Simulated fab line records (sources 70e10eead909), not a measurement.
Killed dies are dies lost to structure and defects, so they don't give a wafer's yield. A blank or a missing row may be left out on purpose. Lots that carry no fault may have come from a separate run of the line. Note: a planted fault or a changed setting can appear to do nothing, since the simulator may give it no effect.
Matching of chambers + flow nand harc + rie diel-02 running NHARC_THIN_TSV_DESCUM_35: 4 sister chambers
The step chemistry O2, time 3 s. 4 wafers are shown with their chamber, then 12 later ones without.

EACH WAFER AND ITS CHAMBER
| wafer  | chamber | drypump motor current A (A) |
|--------|---------|-----------------------------|
| L078.6 | 2       | 5.3                         |
| L084.5 | 3       | 4.7                         |
| L085.4 | 1       | 5.7                         |
| L085.6 | 0       | 5.9                         |

WAFERS WITH NO CHAMBER GIVEN
| wafer  | drypump motor current A (A) |
|--------|-----------------------------|
| L089.1 | 5.4                         |
| L089.2 | 5.9                         |
| L089.4 | 4.7                         |
| L092.2 | 5.7                         |
| L092.3 | 5.9                         |
| L092.4 | 4.8                         |
| L095.1 | 5.7                         |
| L095.2 | 5.9                         |
| L095.3 | 4.7                         |
| L096.2 | 4.8                         |
| L096.5 | 5.7                         |
| L096.6 | 5.9                         |

WHICH CHAMBER EACH WENT THROUGH
| wafer  | from the rows above | in truth |
|--------|---------------------|----------|
| L089.1 | 2                   | 2        |
| L089.2 | 0                   | 0        |
| L089.4 | 3                   | 3        |
| L092.2 | 1                   | 1        |
| L092.3 | 0                   | 0        |
| L092.4 | 3                   | 3        |
| L095.1 | 1                   | 1        |
| L095.2 | 0                   | 0        |
| L095.3 | 3                   | 3        |
| L096.2 | 3                   | 3        |
| L096.5 | 1                   | 1        |
| L096.6 | 0                   | 0        |
Correctly placed: 12 of 12. Can't be placed from these rows: 0. Wrongly placed: 0.
How it was worked out, from the rows above alone: a wafer's distance from a chamber is the root of the sum, over the readings, of the square of ((its reading less the chamber's mean) divided by the reading's scatter). The wafer belongs to the nearest chamber; if the next one is less than 2 further off, it can't be placed. Each chamber's mean is taken over the wafers shown for it. The scatter: root of mean squared gap, hidden wafer to nearest shown wafer, with one shown wafer a chamber.
